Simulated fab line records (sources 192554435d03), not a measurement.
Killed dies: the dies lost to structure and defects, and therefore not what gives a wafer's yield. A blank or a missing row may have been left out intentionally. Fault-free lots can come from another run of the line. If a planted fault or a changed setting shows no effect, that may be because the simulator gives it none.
fab line records ; flow n5_finfet ; part 2 of 2: steps 23 to 32 of 32
record lots=5; wafers=15; last_day=15
route steps=1938 shown BEOL_M13@1680
lots with no fault: from the same line, run without faults
start_h: hours from the record's first day to the start of the lot's first wafer shown ; wait_h: hours elapsed since this lot's preceding step ; " as in the row above ; L1.1+2: a single row standing in for several wafers ; - either no value or no given start ; * or withheld: withheld ; < > ~ a bound
route shown NAME@n: names a module that has steps shown in the file, with the first one's number in the route ; usual: mean/standard deviation of fault-free wafers ; same: alike in all rows ; chamber/n: place in a boat ; sites: each site's reading ; _std_site: standard deviation across them ; _edge_site: mean of outer sites minus mean of inner sites ; radius_mm: how far each site lies from the wafer's centre ; mask NAME#n: copy n ; behind: the most recent tool/chamber to have shaped the wafer ; hold: reason for holding the lot/hours on hold/outcome of the hold ; device: the transistor (n, p or np) that didn't switch ; end of line: the route-end tests of the same wafers ; a step given without rows: its recipe and nothing more ; killed: dies that structure and defects cost at the first sort, which is not the same as the wafer's yield ; map: a wafer's dies, marking killed ones x, the rest . and places with no die _
set.NAME: setting as actually run; set.NAME@STEP: the setting as run at that earlier step ; model.NAME: the simulator's own value behind a step, which no gauge read
certain route steps with their lots: each step a table, each wafer a row
services: a tool's chamber out of use, with start hour (start_h, from the record's first day; less than 0 if before it), hours out, and reason
## steps
# step N5_BEOL_M13_SRD_40
# recipe time_s=30; temp_c=23; rinse_liquid=diw; dry=n2_spin; spin_rpm=1500; dry_time_s=30
lot.wafer;tool;chamber;start_h;wait_h
L076.3+5+6;wet_bench-04;4,2,6;274.48;0.0
L079.1+5+6;wet_bench-04;6,4,3;289.66;0.0
L083.1+2+3;wet_bench-04;7,5,6;317.51;0.0
L086.2+3+5;wet_bench-02;3,7,4;327.09;0.0
L085.2+3+6;wet_bench-03;0,3,1;329.50;0.0
# step N5_BEOL_M13_DEGAS_41
# recipe ambient=vacuum; temp_c=250; time_s=60
# usual heater_power_w=317/21
lot.wafer;tool;chamber;start_h;wait_h;heater_power_w
L076.3;pvd_sputter-02;-;274.92;0.4;284
L076.5;pvd_sputter-02;-;274.92;0.4;302
L076.6;pvd_sputter-02;-;274.92;0.4;345
L079.1;pvd_sputter-03;-;290.26;0.6;292
L079.5;pvd_sputter-03;-;290.26;0.6;333
L079.6;pvd_sputter-03;-;290.26;0.6;320
L083.1;pvd_sputter-02;-;319.04;1.5;303
L083.2;pvd_sputter-02;-;319.04;1.5;310
L083.3;pvd_sputter-02;-;319.04;1.5;289
L086.2;pvd_sputter-02;-;327.68;0.6;310
L086.3;pvd_sputter-02;-;327.68;0.6;287
L086.5;pvd_sputter-02;-;327.68;0.6;313
L085.2;pvd_sputter-01;-;331.23;1.7;335
L085.3;pvd_sputter-01;-;331.23;1.7;313
L085.6;pvd_sputter-01;-;331.23;1.7;333
# step N5_BEOL_M13_PRE_CLEAN_42
# recipe gas=H2/He; time_s=30; temp_c=250
# usual heater_power_w=317/22
lot.wafer;tool;chamber;start_h;wait_h;heater_power_w
L076.3;pvd_sputter-02;-;274.96;0.0;282
L076.5;pvd_sputter-02;-;274.96;0.0;301
L076.6;pvd_sputter-02;-;274.96;0.0;364
L079.1;pvd_sputter-03;-;290.30;0.0;296
L079.5;pvd_sputter-03;-;290.30;0.0;342
L079.6;pvd_sputter-03;-;290.30;0.0;315
L083.1;pvd_sputter-02;-;319.08;0.0;288
L083.2;pvd_sputter-02;-;319.08;0.0;307
L083.3;pvd_sputter-02;-;319.08;0.0;284
L086.2;pvd_sputter-02;-;327.72;0.0;301
L086.3;pvd_sputter-02;-;327.72;0.0;288
L086.5;pvd_sputter-02;-;327.72;0.0;304
L085.2;pvd_sputter-01;-;331.27;0.0;343
L085.3;pvd_sputter-01;-;331.27;0.0;304
L085.6;pvd_sputter-01;-;331.27;0.0;347
# step N5_BEOL_M13_SPUTTER_43
# recipe material=TaN; target_thk_a=150; temp_c=50; bias_v=168.6; power_w=15000; chamber_pressure_pa=0.12; time_s=24.19
# usual throttle_valve_pct=30.7/0.84
lot.wafer;tool;chamber;start_h;wait_h;throttle_valve_pct
L076.3;pvd_sputter-02;-;275.00;0.0;30.9
L076.5;pvd_sputter-02;-;275.00;0.0;29.7
L076.6;pvd_sputter-02;-;275.00;0.0;31.5
L079.1;pvd_sputter-03;-;290.34;0.0;30.3
L079.5;pvd_sputter-03;-;290.34;0.0;31.5
L079.6;pvd_sputter-03;-;290.34;0.0;30.4
L083.1;pvd_sputter-02;-;319.12;0.0;29.3
L083.2;pvd_sputter-02;-;319.12;0.0;32.4
L083.3;pvd_sputter-02;-;319.12;0.0;30.7
L086.2;pvd_sputter-02;-;327.76;0.0;32.5
L086.3;pvd_sputter-02;-;327.76;0.0;30.5
L086.5;pvd_sputter-02;-;327.76;0.0;32.4
L085.2;pvd_sputter-01;-;331.31;0.0;30.5
L085.3;pvd_sputter-01;-;331.31;0.0;29.5
L085.6;pvd_sputter-01;-;331.31;0.0;30.0
# step N5_BEOL_M13_SPUTTER_44
# recipe material=Ta; target_thk_a=100; temp_c=50; bias_v=80; power_w=15000; chamber_pressure_pa=0.07; time_s=16.13
# usual throttle_valve_pct=30.7/0.86
lot.wafer;tool;chamber;start_h;wait_h;throttle_valve_pct
L076.3;pvd_sputter-02;-;275.08;0.0;30.9
L076.5;pvd_sputter-02;-;275.08;0.0;29.6
L076.6;pvd_sputter-02;-;275.08;0.0;31.4
L079.1;pvd_sputter-03;-;290.42;0.0;30.2
L079.5;pvd_sputter-03;-;290.42;0.0;31.8
L079.6;pvd_sputter-03;-;290.42;0.0;30.6
L083.1;pvd_sputter-02;-;319.20;0.0;29.4
L083.2;pvd_sputter-02;-;319.20;0.0;32.4
L083.3;pvd_sputter-02;-;319.20;0.0;30.7
L086.2;pvd_sputter-02;-;327.84;0.0;32.4
L086.3;pvd_sputter-02;-;327.84;0.0;30.7
L086.5;pvd_sputter-02;-;327.84;0.0;32.5
L085.2;pvd_sputter-01;-;331.39;0.0;30.4
L085.3;pvd_sputter-01;-;331.39;0.0;29.7
L085.6;pvd_sputter-01;-;331.39;0.0;29.6
# step N5_BEOL_M13_SPUTTER_45
# recipe material=Cu; target_thk_a=800; temp_c=-20; bias_v=60; power_w=26000; chamber_pressure_pa=0.13; time_s=13.33
# usual chuck_sensor_temp_C=-15.9/0.52; throttle_valve_pct=30.7/0.86
lot.wafer;tool;chamber;start_h;wait_h;chuck_sensor_temp_C;throttle_valve_pct
L076.3;pvd_sputter-02;-;275.16;0.0;-15.6;30.5
L076.5;pvd_sputter-02;-;275.16;0.0;-16.6;29.7
L076.6;pvd_sputter-02;-;275.16;0.0;-16.4;31.4
L079.1;pvd_sputter-03;-;290.50;0.0;-16.3;30.7
L079.5;pvd_sputter-03;-;290.50;0.0;-16.0;31.6
L079.6;pvd_sputter-03;-;290.50;0.0;-15.2;30.5
L083.1;pvd_sputter-02;-;319.28;0.0;-16.6;29.3
L083.2;pvd_sputter-02;-;319.28;0.0;-16.0;32.4
L083.3;pvd_sputter-02;-;319.28;0.0;-15.7;30.6
L086.2;pvd_sputter-02;-;327.92;0.0;-16.1;32.4
L086.3;pvd_sputter-02;-;327.92;0.0;-15.7;30.9
L086.5;pvd_sputter-02;-;327.92;0.0;-16.0;32.1
L085.2;pvd_sputter-01;-;331.47;0.0;-15.9;30.1
L085.3;pvd_sputter-01;-;331.47;0.0;-16.3;29.6
L085.6;pvd_sputter-01;-;331.47;0.0;-15.2;29.7
# step N5_BEOL_M13_ECD_47
# recipe material=Cu; target_thk_a=9360
lot.wafer;tool;chamber;start_h;wait_h
L076.3+5+6;ecd_cu-02;0,1,0;275.33;0.1
L079.1+5+6;ecd_cu-01;1,0,1;290.61;0.1
L083.1+2+3;ecd_cu-02;0,1,0;319.40;0.1
L086.2+3+5;ecd_cu-02;1;328.04;0.1
L085.2+3+6;ecd_cu-02;0;331.59;0.1
# step N5_BEOL_M13_ANNEAL_48
# recipe temp_c=225; time_s=90; ambient=N2
# usual wafer_temp_C_max=226.6/0.68
lot.wafer;tool;chamber;start_h;wait_h;wafer_temp_C_max
L076.3;rtp_anneal-01;0;275.86;0.5;227.7
L076.5;rtp_anneal-01;0;275.86;0.5;226.8
L076.6;rtp_anneal-01;0;275.86;0.5;226.7
L079.1;rtp_anneal-02;0;290.78;0.1;225.8
L079.5;rtp_anneal-02;0;290.78;0.1;225.7
L079.6;rtp_anneal-02;0;290.78;0.1;225.7
L083.1;rtp_anneal-01;0;319.56;0.1;226.7
L083.2;rtp_anneal-01;0;319.56;0.1;226.9
L083.3;rtp_anneal-01;0;319.56;0.1;226.7
L086.2;rtp_anneal-02;0;328.25;0.2;225.8
L086.3;rtp_anneal-02;0;328.25;0.2;225.7
L086.5;rtp_anneal-02;0;328.25;0.2;225.6
L085.2;rtp_anneal-02;0;331.80;0.2;225.6
L085.3;rtp_anneal-02;0;331.80;0.2;225.8
L085.6;rtp_anneal-02;0;331.80;0.2;225.9
# step N5_BEOL_M13_CMP_49
# recipe stop_on=SiOC; t_overpolish_s=17.1; down_force_psi=1; platen_rpm=50; clearing_platen_down_force_psi=1.5; clearing_platen_rpm=50; post_cmp_clean=cu_alkaline; target_thk_nm=420; clearing_platen_pad_velocity_m_s=0.99484; pad_velocity_m_s=0.99484
# usual barrier_field_endpoint_s=30.4/0.68; head_pressure_psi=1.0000/0.0024; motor_current_A=5.9/0.49; overpolish_run_s=17.101/0.0082; retaining_ring_pressure_frac=0.999/0.0053; slurry_filter_dp_kPa=13.51/0.14
lot.wafer;tool;chamber;start_h;wait_h;barrier_field_endpoint_s;head_pressure_psi;motor_current_A;overpolish_run_s;retaining_ring_pressure_frac;slurry_filter_dp_kPa
L076.3;cmp-03;0;276.34;0.4;30.6;0.9979;5.7;17.115;0.994;13.52
L076.6;cmp-03;0;276.34;0.4;30.0;0.9969;5.4;17.109;1.003;13.68
L076.5;cmp-03;1;276.34;0.4;30.6;0.9989;5.4;17.092;1.005;13.55
L079.1;cmp-04;2;291.11;0.3;28.9;1.0023;5.2;17.102;1.000;13.41
L079.6;cmp-04;1;291.11;0.3;30.9;1.0000;6.4;17.112;1.002;13.36
L079.5;cmp-04;2;291.11;0.3;29.6;0.9998;5.6;17.100;1.001;13.59
L083.3;cmp-01;2;319.90;0.2;31.1;1.0001;6.8;17.095;0.999;13.57
L083.1;cmp-01;3;319.90;0.2;30.8;0.9978;5.9;17.089;1.002;13.98
L083.2;cmp-01;0;319.90;0.2;30.5;0.9996;5.9;17.094;1.001;13.51
L086.3;cmp-03;0;328.50;0.2;30.9;0.9988;5.3;17.095;1.007;13.48
L086.2;cmp-03;1;328.50;0.2;30.6;1.0016;5.4;17.106;1.001;13.77
L086.5;cmp-03;0;328.50;0.2;30.6;1.0004;5.5;17.098;1.001;13.38
L085.2;cmp-03;3;332.12;0.3;30.8;1.0021;6.1;17.104;0.998;13.61
L085.3;cmp-03;0;332.12;0.3;30.1;1.0011;5.5;17.102;1.011;13.47
L085.6;cmp-03;2;332.12;0.3;29.7;1.0021;5.3;17.104;0.993;13.38
# step N5_BEOL_M13_THK_MEAS_50
# recipe thk_meas_gauge=xrf; reads=Cu_of_BEOL_M13_ECD_47
# usual M13_THK=424/7.4
lot.wafer;tool;chamber;start_h;wait_h;M13_THK[nm]
L076.3;film_metro-02;-;276.64;-;432
L076.5;film_metro-02;-;276.64;-;432
L076.6;film_metro-02;-;276.64;-;426
L079.1;film_metro-02;-;291.37;-;407
L079.5;film_metro-02;-;291.37;-;413
L079.6;film_metro-02;-;291.37;-;431
L083.1;film_metro-01;-;320.15;-;429
L083.2;film_metro-01;-;320.15;-;414
L083.3;film_metro-01;-;320.15;-;414
L086.2;film_metro-01;-;328.79;-;434
L086.3;film_metro-01;-;328.79;-;419
L086.5;film_metro-01;-;328.79;-;424
L085.2;film_metro-02;-;332.34;-;410
L085.3;film_metro-02;-;332.34;-;430
L085.6;film_metro-02;-;332.34;-;426
## services
tool;chamber;start_h;hours;kind
krf_scanner-02;-;247.17;5.0;repair
litho_track-01;-;248.51;-;consumable_replace:filter
cmp-01;-;257.31;0.7;repair
litho_track-04;-;257.54;-;consumable_replace:filter
cmp-04;-;257.55;19.6;repair
krf_scanner-02;-;259.61;0.2;repair
rie_diel-02;0;259.82;6.2;repair
rie_diel-02;2;266.34;-;clean
krf_scanner-01;-;272.00;0.8;pm
rie_diel-04;2;277.56;5.6;repair
ecd_cu-02;-;278.44;1.1;repair
krf_scanner-02;-;282.65;3.0;repair
cmp-01;-;290.15;2.1;repair
krf_scanner-01;-;291.20;0.6;repair
cmp-04;-;293.90;0.8;repair
krf_scanner-01;-;300.56;1.0;pm
cmp-01;-;302.33;2.1;repair
ecd_cu-02;-;305.80;0.3;repair
krf_scanner-02;-;309.87;1.0;pm
krf_scanner-01;-;311.61;1.3;pm
krf_scanner-01;-;320.53;0.3;repair
rie_diel-03;3;325.77;3.3;repair
cmp-04;-;326.72;2.6;repair
cmp-01;-;326.75;4.6;pm
